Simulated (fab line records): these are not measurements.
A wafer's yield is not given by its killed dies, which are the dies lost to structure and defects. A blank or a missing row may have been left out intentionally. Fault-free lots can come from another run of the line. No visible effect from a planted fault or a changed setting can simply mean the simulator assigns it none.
Problem report in the 8D (eight disciplines) form, filled by code	flow n5_finfet	the parts of the form that need people (team, actions taken, sign-off) are left out

1. WHAT IS WRONG
killed_at_M0_to_M3 at N5_PASSIVATION_PROBE_49 reads a mean of 149 on 6 wafers of 2 lots; wafers without a fault read 35 with a standard deviation of 11. That is +10 standard deviations from the usual mean.
First observed at day 13 13:59: wafer L623.1, on prober-01. The record has a number at this step for 6 wafers belonging to 2 lots. Rule for "out", or "out of limits": more than 4 standard deviations from the usual mean. The rest of the wafers with a number are treated as sound.

2. WHAT IT IS AND WHAT IT IS NOT
question	is	is not
which readings at this step	killed_at_M0_to_M3	killed_at_M4_up, killed_at_contacts, killed_at_front_end, killed_short
which lots	L623, L628	-
which wafers of those lots	all that have a number	-
read on which tools	prober-01, prober-02	-
when	from day 13 13:59	up to then (0 sound wafers)

3. SUSPECTS, AND WHAT RULES EACH OUT
Counting: a tool at a process step up to the reading stays a suspect if it ran every lot that is out and no sound lot after the first of them.
- pvd_sputter-01 at N5_BEOL_M3_SPUTTER_79 (material Cu, target thk 4.5 nm, time 8.29 s): kept. It ran every lot that is out, first L623 (day 9 05:25), and no sound lot after that.
- pvd_sputter-01 at N5_BEOL_M3_ANNEAL_82 (time 240 s): kept. It ran every lot that is out, first L623 (day 9 05:43), and no sound lot after that.
- pvd_sputter-01 at N5_BEOL_M3_SPUTTER_86 (material Cu, target thk 4.5 nm, time 8.29 s): kept. It ran every lot that is out, first L623 (day 9 05:51), and no sound lot after that.
- pvd_sputter-01 at N5_BEOL_M3_SPUTTER_90 (material Cu, target thk 4.5 nm, time 8.29 s): kept. It ran every lot that is out, first L623 (day 9 06:17), and no sound lot after that.
- pecvd-01 at N5_BEOL_M4_ILD_DEP_00 (deposits SiOC from DEMS/O2, target thk 79 nm, time 15.3 s): kept. It ran every lot that is out, first L623 (day 9 08:53), and no sound lot after that.
Left after counting: pvd_sputter-01 at N5_BEOL_M3_SPUTTER_79, pvd_sputter-01 at N5_BEOL_M3_ANNEAL_82, pvd_sputter-01 at N5_BEOL_M3_SPUTTER_86, pvd_sputter-01 at N5_BEOL_M3_SPUTTER_90, pecvd-01 at N5_BEOL_M4_ILD_DEP_00.

4. THE CAUSE (what the simulator had put in)
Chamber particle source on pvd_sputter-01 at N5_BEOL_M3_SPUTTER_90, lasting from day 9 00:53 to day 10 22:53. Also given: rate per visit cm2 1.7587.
Counting left 5 suspects, and this tool is among them.

5. THE CHAIN OF EFFECTS, in route order
One row per reading whose mean, taken over the struck wafers that have a number, lies over 3 standard deviations from the usual. Only readings for which the record gives a usual standard deviation are gone through. hours: the time from each lot's start at the first step in this table that gives one to its start at this step, as a median over the lots. sigmas: the change in usual standard deviations.
hours	step	reading	usual	on struck wafers	change	sigmas
0	N5_PASSIVATION_PROBE_49	defect_limited_yield	91.1 %	82.0	-9.1	-7.0
0	N5_PASSIVATION_PROBE_49	killed_at_M0_to_M3	35	149	+114	+10
0	N5_PASSIVATION_PROBE_49	killed_dies	106	213	+107	+7.1
0	N5_PASSIVATION_PROBE_49	sort_bin_5_function	5.2 %	10.2	+5.0	+5.8
0	N5_PASSIVATION_PROBE_49	sort_n_pass	1074	967	-107	-7.1
0	N5_PASSIVATION_PROBE_49	sort_yield_pct	91.0 %	82.0	-9.0	-7.0
The process steps in it:
- N5_PASSIVATION_PROBE_49

6. HOW IT WOULD HAVE BEEN CAUGHT EARLIER
In this record no reading fell out of limits until day 13 13:59, 109 hours after the fault had begun at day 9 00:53.
Of the tool readings at N5_BEOL_M3_SPUTTER_90 for which the record gives a usual standard deviation, none was out on any struck wafer, so an alarm limit of 4 standard deviations on them would not have fired.
Each of the lots that are out, 2 in all, had begun N5_BEOL_M3_SPUTTER_90 on pvd_sputter-01 no later than day 13 13:59. Holding the tool at that point would not have protected any of them.
